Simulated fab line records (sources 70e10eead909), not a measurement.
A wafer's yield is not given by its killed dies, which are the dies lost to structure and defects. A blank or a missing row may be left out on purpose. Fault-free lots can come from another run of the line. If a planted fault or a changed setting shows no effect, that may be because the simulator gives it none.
fab line records	flow nand_harc	part 1 of 2: steps 1 to 36 of 37
record: lots: 6	wafers: 18	last_day: 33
route steps=1302 shown A_SGD_CUT@911 A_SLIT@922 END@1302
lots untouched by any fault: they come from a run of this same line in which no faults occurred
start_h: start of the lot's first displayed wafer, in hours after the record's first day	wait_h: hours elapsed since this lot's preceding step	" identical to the entry in the row above	L1.1+2: several wafers, shown together as one row	- value missing, or start not given	* or withheld: withheld	< > ~ a bound
route shown NAME@n: NAME is a module with steps in the file, n the number in the route of the first one	usual: mean and standard deviation over wafers with no fault	same: alike in all rows	chamber/n: place in a boat	sites: each site's reading	_std_site: standard deviation across them	_edge_site: outer sites' mean less inner sites'	radius_mm: how far each site lies from the wafer's centre	mask NAME#n: copy n	behind: the most recent tool/chamber to have shaped the wafer	hold: what put the lot on hold/how long, in hours/how the hold closed	device: the n, p or np transistor that did not switch	end of line: tests of these same wafers at the route's end	step lacking rows: just its recipe	killed: dies that structure and defects cost at the first sort, which is not the same as the wafer's yield	map: a wafer's dies, marking killed ones x, the rest . and places with no die _
set.NAME: the run value of the setting; set.NAME@STEP: its run value at that earlier step	model.NAME: the simulator's own value behind a step, which no gauge read
lots seen at some steps along the route; tables by step, rows by wafer
services: a tool's chamber out of use, with start hour (start_h, from the record's first day; less than 0 if before it), hours out, and reason
== steps ==
step: NHARC_A_SGD_CUT_PRECLEAN_18
recipe: time_s: *	temp_c: 50	bath_age_min: 0	chemistry: SC1
step: NHARC_A_SGD_CUT_SRD_19
step: NHARC_A_SGD_CUT_DEP_20
recipe: target_thk_a: 1500	temp_c: 65	material: SiO2
step: NHARC_A_SGD_CUT_ANNEAL_27
recipe: temp_c: 450	time_s: 1800
step: NHARC_A_SGD_CUT_CMP_21
recipe: target_thk_nm: 148.19
usual: motor_current_A: 12.5/1	retaining_ring_pressure_frac: 1.000/0.0053	time_to_endpoint_s: 50/4.3
lot.wafer	tool	chamber	start_h	wait_h	motor_current_A	retaining_ring_pressure_frac	time_to_endpoint_s
L377.2	cmp-01	1	450.45	0.4	11.9	1.003	45
L377.1	"	2	"	"	12.9	1.004	45
L377.5	"	0	"	"	11.2	1.010	50
L380.1	cmp-01	0	502.58	0.4	11.2	1.004	50
L380.2	"	1	"	"	11.9	1.005	48
L380.6	"	1	"	"	12.3	1.005	48
L389.4	cmp-01	0	586.27	0.4	11.2	1.007	51
L389.2	"	2	"	"	13.2	0.989	44
L389.5	"	0	"	"	11.4	0.995	52
L387.1	cmp-04	1	589.78	0.4	13.8	0.994	47
L387.3	"	2	"	"	14.3	0.990	48
L387.5	"	0	"	"	12.5	0.999	50
L392.3	cmp-04	3	615.76	0.4	11.3	0.996	43
L392.1	"	0	"	"	11.8	1.008	50
L392.4	"	1	"	"	13.0	1.000	48
L398.1	cmp-02	2	679.58	0.4	13.9	1.003	57
L398.2	"	3	"	"	11.6	1.001	51
L398.6	"	1	"	"	12.4	1.004	53
step: NHARC_A_SGD_CUT_THK_MEAS_22
recipe: thk_meas_gauge: ellipsometry
usual: thk_nm: 147.7/1.8
lot.wafer	tool	chamber	start_h	wait_h	thk_nm
L377.1	film_metro-02	-	450.68	0.2	149.2
L377.2	"	-	"	"	146.1
L377.5	"	-	"	"	146.7
L380.1	film_metro-01	-	502.84	0.2	147.2
L380.2	"	-	"	"	147.6
L380.6	"	-	"	"	146.3
L389.2	film_metro-01	-	586.51	0.2	149.7
L389.4	"	-	"	"	149.4
L389.5	"	-	"	"	148.0
L387.1	film_metro-02	-	589.99	0.2	146.0
L387.3	"	-	"	"	146.9
L387.5	"	-	"	"	148.5
L392.1	film_metro-01	-	616.02	0.2	146.8
L392.3	"	-	"	"	148.1
L392.4	"	-	"	"	147.6
L398.1	film_metro-01	-	679.78	0.2	148.4
L398.2	"	-	"	"	148.4
L398.6	"	-	"	"	147.2
step: NHARC_A_SGD_CUT_SRD_23
step: NHARC_A_SGD_CUT_ETCH_26
recipe: target_depth_a: 458	chemistry: dHF	material: SiO2
step: NHARC_A_SGD_CUT_ETCHBACK_24
recipe: target_depth_a: 500	over_etch_frac: 0.3	time_s: 92.857	ion_energy_ev: 120	ch3f_flow_sccm: 50	o2_flow_sccm: 30	ar_flow_sccm: 200	rf_w: 500	bias_w: 100	chemistry: CH3F/O2
step: NHARC_A_SGD_CUT_STRIP_28
recipe: time_s: 20	o2_flow_sccm: 500	ar_flow_sccm: 0	bias_w: 0	chemistry: O2
usual: drypump_motor_current_A: 5.6/0.44	oes_product_au: 0.998/0.013	rf_vpp_V: 57.7/0.84	showerhead_plenum_p_Torr: 3.51/0.13	throttle_valve_pct: 17.037/0.0094
lot.wafer	tool	chamber	start_h	wait_h	drypump_motor_current_A	oes_product_au	rf_hours_counter_h	rf_vpp_V	showerhead_plenum_p_Torr	throttle_valve_pct
L377.2	rie_diel-09	1	-	-	5.8	1.001	4	58.4	3.65	17.037
L377.1	"	3	"	"	5.6	1.002	6	58.4	3.63	17.011
L377.5	"	0	"	"	5.0	0.985	-	57.5	3.36	17.041
L380.2	rie_diel-10	1	-	-	5.9	0.998	4	56.7	3.47	17.044
L380.1	"	2	"	"	5.2	0.992	5	60.5	3.78	17.043
L380.6	"	1	"	"	5.9	1.003	-	57.4	3.47	17.028
L389.2	rie_diel-10	3	-	-	6.4	0.994	9	56.4	3.40	17.040
L389.4	"	2	"	"	5.2	0.995	9	57.7	3.78	17.039
L389.5	"	3	"	"	6.4	0.984	-	58.8	3.40	17.052
L387.3	rie_diel-10	0	-	-	5.2	1.018	9	58.3	3.48	17.036
L387.1	"	1	"	"	5.9	1.001	9	58.5	3.47	17.026
L387.5	"	0	"	"	5.1	1.006	-	57.2	3.48	17.039
L392.4	rie_diel-10	1	-	-	5.9	0.984	1	56.8	3.47	17.050
L392.3	"	2	"	"	5.2	1.001	1	57.9	3.78	17.030
L392.1	"	3	"	"	6.4	0.986	1	57.3	3.40	17.031
L398.2	rie_diel-10	0	-	-	5.1	0.991	5	58.0	3.47	17.059
L398.1	"	3	"	"	6.4	0.999	6	57.3	3.40	17.031
L398.6	"	0	"	"	5.2	1.002	-	56.7	3.47	17.032
step: NHARC_A_SGD_CUT_INSPECT_25
usual: raw_defect_count: 418/110
lot.wafer	tool	chamber	start_h	wait_h	raw_defect_count
L377.1	defect_inspect-01	-	451.14	-	427
L377.2	"	-	"	"	376
L377.5	"	-	"	"	398
L380.1	defect_inspect-02	-	503.33	-	389
L380.2	"	-	"	"	280
L380.6	"	-	"	"	362
L389.2	defect_inspect-02	-	587.02	-	322
L389.4	"	-	"	"	334
L389.5	"	-	"	"	301
L387.1	defect_inspect-02	-	590.47	-	392
L387.3	"	-	"	"	474
L387.5	"	-	"	"	570
L392.1	defect_inspect-02	-	616.48	-	385
L392.3	"	-	"	"	536
L392.4	"	-	"	"	352
L398.1	defect_inspect-01	-	680.26	-	228
L398.2	"	-	"	"	259
L398.6	"	-	"	"	218
step: NHARC_A_SLIT_DEP_25
recipe: target_thk_a: 2000	temp_c: 400	pressure_torr: 6.5	rf_w: 900	teos_flow_sccm: 161.4	flow_sccm: 2650	target_thk_nm: 200	gas: O2	material: SiO2
step: NHARC_A_SLIT_DEP_00
recipe: target_thk_a: 62000	temp_c: 400	material: aC
usual: susceptor_temp_C: 400.01/0.22	throttle_valve_pct: 34.999/0.0099
lot.wafer	tool	chamber	start_h	wait_h	susceptor_temp_C	throttle_valve_pct
L377.1	acl_dep-01	0	452.02	-	400.18	35.024
L377.2	"	0	"	"	400.01	35.014
L377.5	"	0	454.53	-	399.89	34.991
L380.1	acl_dep-03	0	505.39	-	399.99	35.002
L380.2	"	0	"	"	399.88	34.987
L380.6	"	0	508.54	-	399.95	35.013
L389.2	acl_dep-01	0	588.85	-	400.20	35.012
L389.4	"	0	590.12	-	399.79	34.995
L389.5	"	0	"	"	400.01	34.997
L387.1	acl_dep-01	0	592.03	-	-	35.015
L387.3	"	0	593.27	-	-	34.999
L387.5	"	0	594.51	-	-	34.996
L392.1	acl_dep-02	0	622.28	-	400.07	34.994
L392.3	"	0	623.54	-	400.02	35.006
L392.4	"	0	"	"	399.94	34.990
L398.1	acl_dep-03	0	682.03	-	-	35.006
L398.2	"	0	"	"	-	35.003
L398.6	"	0	685.11	-	-	35.014
step: NHARC_A_SLIT_DEP_23
recipe: target_thk_a: 1000	target_thk_nm: 100	temp_c: 400	pressure_torr: 3.5	flow_sccm: 200	rf_w: 350	material: SiON
step: NHARC_A_SLIT_DEHYDRATE_01
recipe: temp_c: 150	time_s: 120
step: NHARC_A_SLIT_HMDS_02
recipe: time_s: 30
step: NHARC_A_SLIT_COAT_03
recipe: spin_rpm: 1500	resist_thk_nm: 90
step: NHARC_A_SLIT_SOFTBAKE_04
recipe: temp_c: 105	time_s: 55
step: NHARC_A_SLIT_EBR_05
step: NHARC_A_SLIT_EXPOSE_06
recipe: na: 1.35	dose_mj: 60.82	mask_id: SLIT
step: NHARC_A_SLIT_PEB_07
recipe: peb_temp_c: 100	peb_time_s: 65
step: NHARC_A_SLIT_DEVELOP_08
recipe: develop_time_s: 35	dev_temp_c: 23
step: NHARC_A_SLIT_CD_MEAS_09
recipe: target_cd_nm: 300	landing_energy_ev: 500
usual: cd_nm: 300.1/0.62
lot.wafer	tool	chamber	start_h	wait_h	cd_nm
L377.1	cd_sem-01	0	456.35	-	299.9
L377.2	"	0	"	"	301.1
L377.5	"	0	"	"	300.0
L380.1	cd_sem-02	0	509.90	-	300.8
L380.2	"	0	"	"	299.7
L380.6	"	0	"	"	299.8
L389.2	cd_sem-03	0	592.73	-	300.9
L389.4	"	0	"	"	299.9
L389.5	"	0	"	"	300.8
L387.1	cd_sem-01	0	596.48	-	299.4
L387.3	"	0	"	"	299.4
L387.5	"	0	"	"	299.7
L392.1	cd_sem-02	0	626.77	-	299.4
L392.3	"	0	"	"	299.2
L392.4	"	0	"	"	299.3
L398.1	cd_sem-02	0	686.52	-	300.5
L398.2	"	0	"	"	299.7
L398.6	"	0	"	"	300.9
step: NHARC_A_SLIT_OVL_MEAS_10
usual: overlay_x_nm: 0.2/0.78	overlay_y_nm: 0.0/0.91
lot.wafer	tool	chamber	start_h	wait_h	overlay_x_nm	overlay_y_nm
L377.1	overlay-01	-	456.44	-	-0.5	-0.5
L377.2	"	-	"	"	-0.1	-0.8
L377.5	"	-	"	"	0.1	-1.3
L380.1	overlay-01	-	509.98	-	-0.3	-1.0
L380.2	"	-	"	"	-0.7	-0.8
L380.6	"	-	"	"	-0.6	-0.4
L389.2	overlay-01	-	592.81	-	-0.9	-1.0
L389.4	"	-	"	"	-0.6	-0.5
L389.5	"	-	"	"	-0.6	-0.2
L387.1	overlay-01	-	596.57	-	0.3	0.2
L387.3	"	-	"	"	0.4	-0.3
L387.5	"	-	"	"	0.7	0.4
L392.1	overlay-01	-	626.86	-	0.6	0.6
L392.3	"	-	"	"	1.0	1.0
L392.4	"	-	"	"	1.0	0.9
L398.1	overlay-02	-	686.61	-	-1.1	-0.3
L398.2	"	-	"	"	-0.9	-0.5
L398.6	"	-	"	"	-0.9	-0.7
step: NHARC_A_SLIT_INSPECT_11
usual: raw_defect_count: 58/32
lot.wafer	tool	chamber	start_h	wait_h	raw_defect_count
L377.1	defect_inspect-01	-	456.48	0.0	65
L377.2	"	-	"	"	60
L377.5	"	-	"	"	72
L380.1	defect_inspect-01	-	510.02	0.0	71
L380.2	"	-	"	"	58
L380.6	"	-	"	"	76
L389.2	defect_inspect-01	-	592.85	0.0	52
L389.4	"	-	"	"	51
L389.5	"	-	"	"	57
L387.1	defect_inspect-01	-	596.61	0.0	85
L387.3	"	-	"	"	69
L387.5	"	-	"	"	77
L392.1	defect_inspect-01	-	626.90	0.0	84
L392.3	"	-	"	"	87
L392.4	"	-	"	"	92
L398.1	defect_inspect-01	-	686.65	0.0	10
L398.2	"	-	"	"	14
L398.6	"	-	"	"	10
step: NHARC_A_SLIT_DESCUM_14
recipe: time_s: 3	o2_flow_sccm: 200	ar_flow_sccm: 0	bias_power_w: 0	chemistry: O2
step: NHARC_A_SLIT_ETCH_24
recipe: target_depth_a: 1210	time_s: 60.5	cf4_flow_sccm: 100	chf3_flow_sccm: 30	ar_flow_sccm: 0	rf_w: 500	bias_w: 200	chemistry: CF4/CHF3
usual: drypump_motor_current_A: 5.4/0.37	oes_product_au: 0.965/0.018	rf_vpp_V: 370.9/2.2	showerhead_plenum_p_Torr: 1.58/0.06	throttle_valve_pct: 16.802/0.01
lot.wafer	tool	chamber	start_h	wait_h	drypump_motor_current_A	oes_product_au	rf_hours_counter_h	rf_vpp_V	showerhead_plenum_p_Torr	throttle_valve_pct
L377.2	rie_diel-08	3	456.62	0.1	6.1	0.992	3.8	370.5	1.59	16.806
L377.1	"	2	"	"	5.5	0.959	3.5	368.1	1.47	16.808
L377.5	"	0	"	"	5.9	0.959	-	368.5	1.49	16.790
L380.2	rie_diel-02	3	510.17	0.1	5.2	0.975	5.3	372.2	1.63	16.791
L380.1	"	0	"	"	5.2	0.949	5.9	373.0	1.64	16.830
L380.6	"	3	"	"	5.3	0.968	-	373.1	1.63	16.812
L389.2	rie_diel-02	2	593.00	0.1	4.9	0.991	1.2	373.3	1.63	16.813
L389.4	"	3	"	"	5.3	0.978	0.8	373.2	1.63	16.815
L389.5	"	2	"	"	4.9	0.991	-	372.9	1.63	16.796
L387.1	rie_diel-08	3	596.76	0.1	6.1	0.953	4.2	372.1	1.59	16.786
L387.3	"	2	"	"	5.4	0.990	4.0	366.9	1.47	16.821
L387.5	"	3	"	"	6.1	0.960	-	371.9	1.59	16.799
L392.4	rie_diel-02	0	627.05	0.1	5.3	0.963	5.0	372.8	1.64	16.815
L392.3	"	1	"	"	5.7	0.964	4.9	370.4	1.59	16.808
L392.1	"	2	"	"	4.9	0.992	4.4	372.4	1.63	16.791
L398.2	rie_diel-02	1	686.79	0.1	5.7	0.960	9.3	372.5	1.59	16.809
L398.1	"	0	"	"	5.3	0.948	9.0	373.0	1.64	16.810
L398.6	"	1	"	"	5.6	0.962	-	374.1	1.59	16.817
step: NHARC_A_SLIT_ETCH_15
recipe: target_depth_a: 62000	over_etch_frac: 0.3	time_s: 1612	ion_energy_ev: 150	o2_flow_sccm: 400	cos_flow_sccm: 20	ar_flow_sccm: 0	rf_w: 500	bias_w: 300	chemistry: O2/COS
step: NHARC_A_SLIT_ETCH_17
recipe: bias_v: 900	source_w: withheld	pressure_mtorr: 20	ar_flow_sccm: 375	c4f8_flow_sccm: 83.3	o2_flow_sccm: 41.7	time_s: 4254.5	target_depth_a: 2.03e+05	chemistry: C4F8/O2/Ar
step: NHARC_A_SLIT_ETCH_26
recipe: bias_v: 400	source_w: 2000	pressure_mtorr: 25	time_s: 90	ar_flow_sccm: 375	c4f8_flow_sccm: 41.7	o2_flow_sccm: 83.3	target_depth_a: 4000	chemistry: C4F8/O2/Ar
usual: drypump_motor_current_A: 5.6/0.41	he_backside_leak_sccm: 6.0/0.96	showerhead_plenum_p_Torr: 3.70/0.17	throttle_valve_pct: 27.620/0.0098
lot.wafer	tool	chamber	start_h	wait_h	drypump_motor_current_A	he_backside_leak_sccm	rf_hours_counter_h	showerhead_plenum_p_Torr	throttle_valve_pct
L377.2	har_etch-02	1	461.47	3.1	5.8	5.0	38	3.96	27.620
L377.1	"	0	"	"	5.1	4.9	38	3.72	27.616
L377.5	"	0	"	"	5.1	4.9	-	3.72	27.620
L380.2	har_etch-02	0	515.94	3.1	5.1	4.8	69	3.70	27.622
L380.1	"	1	"	"	5.7	5.5	69	3.94	27.626
L380.6	"	0	"	"	5.1	5.0	-	3.70	27.621
L389.2	har_etch-02	0	600.72	3.0	5.1	5.3	122	3.67	27.617
L389.4	"	0	"	"	5.1	5.3	-	3.67	27.634
L389.5	"	0	"	"	5.0	5.2	-	3.67	27.620
L387.1	har_etch-02	0	604.56	3.0	5.1	5.3	125	3.67	27.607
L387.3	"	1	"	"	5.8	5.4	-	3.91	27.628
L387.5	"	1	"	"	5.8	5.2	-	3.91	27.640
L392.1	har_etch-01	1	637.30	3.1	6.1	6.2	343	3.63	27.631
L392.3	"	1	"	"	6.1	6.2	-	3.63	27.618
L392.4	"	0	"	"	5.2	8.0	-	3.42	27.617
L398.2	har_etch-01	1	691.58	3.0	6.1	6.9	381	3.61	27.609
L398.1	"	0	"	"	5.2	4.5	351	3.98	27.633
L398.6	"	0	"	"	5.2	4.6	-	3.98	27.609
step: NHARC_A_SLIT_STRIP_28
recipe: o2_flow_sccm: 400	cos_flow_sccm: 20	ar_flow_sccm: 0	bias_w: 0	chemistry: O2/COS
step: NHARC_A_SLIT_ETCH_29
recipe: target_depth_a: 1000	overetch_a: 100	time_s: 55	ion_energy_ev: 100	cf4_flow_sccm: 80	o2_flow_sccm: 20	ar_flow_sccm: 0	rf_w: 300	bias_w: 100	chemistry: CF4/O2
usual: drypump_motor_current_A: 5.5/0.41	oes_product_au: 1.002/0.0099	rf_vpp_V: 197.3/1.3	showerhead_plenum_p_Torr: 1.32/0.052	throttle_valve_pct: 13.396/0.0093
lot.wafer	tool	chamber	start_h	wait_h	drypump_motor_current_A	oes_product_au	rf_hours_counter_h	rf_vpp_V	showerhead_plenum_p_Torr	throttle_valve_pct
L377.1	rie_diel-02	1	462.35	0.1	5.7	0.980	4.8	198.8	1.35	13.399
L377.2	"	0	"	"	5.2	0.994	4.8	198.0	1.39	13.407
L377.5	"	1	"	"	5.7	0.969	-	198.6	1.35	13.392
L380.2	rie_diel-08	0	516.84	0.1	5.9	1.000	8.2	196.4	1.26	13.393
L380.1	"	1	"	"	4.9	0.989	7.6	196.9	1.27	13.384
L380.6	"	3	"	"	6.1	1.006	-	197.3	1.35	13.394
L389.2	rie_diel-08	2	601.63	0.1	5.4	1.002	5.1	196.4	1.24	13.387
L389.4	"	2	"	"	5.4	1.001	-	196.3	1.24	13.400
L389.5	"	3	"	"	6.1	0.995	-	198.0	1.35	13.400
L387.1	rie_diel-12	3	605.45	0.1	6.0	1.010	5.1	197.9	1.37	13.402
L387.3	"	1	"	"	5.2	1.000	6.1	196.0	1.27	13.408
L387.5	"	0	"	"	5.7	1.017	-	197.6	1.29	13.374
L392.4	rie_diel-12	3	638.19	0.1	6.0	1.009	0.4	197.7	1.37	13.390
L392.3	"	0	"	"	5.7	0.993	0.5	196.1	1.29	13.399
L392.1	"	1	"	"	5.2	0.982	0.7	196.6	1.27	13.389
L398.1	rie_diel-12	1	692.47	0.1	5.2	0.985	2.8	196.9	1.27	13.375
L398.2	"	0	"	"	5.7	1.014	2.4	198.4	1.29	13.388
L398.6	"	1	"	"	5.2	0.991	-	197.1	1.27	13.408
step: NHARC_A_SLIT_STRIP_18
recipe: o2_flow_sccm: 500	ar_flow_sccm: 0	bias_w: 0	chemistry: O2
step: NHARC_A_SLIT_PRECLEAN_19
recipe: time_s: *	temp_c: 50	bath_age_min: 0	chemistry: SC1
step: NHARC_A_SLIT_SRD_20
step: NHARC_A_SLIT_CD_MEAS_21
usual: cd_nm: 289.6/0.97
lot.wafer	tool	chamber	start_h	wait_h	cd_nm
L377.1	cd_sem-03	-	462.90	-	289.8
L377.2	"	-	"	"	290.5
L377.5	"	-	"	"	289.6
L380.1	cd_sem-02	-	517.36	-	288.7
L380.2	"	-	"	"	288.0
L380.6	"	-	"	"	288.7
L389.2	cd_sem-01	-	602.22	-	289.1
L389.4	"	-	"	"	288.4
L389.5	"	-	"	"	289.3
L387.1	cd_sem-02	-	605.99	-	288.4
L387.3	"	-	"	"	290.9
L387.5	"	-	"	"	290.1
L392.1	cd_sem-02	-	638.72	-	288.5
L392.3	"	-	"	"	288.2
L392.4	"	-	"	"	289.5
L398.1	cd_sem-02	-	693.00	-	289.1
L398.2	"	-	"	"	289.1
L398.6	"	-	"	"	289.6
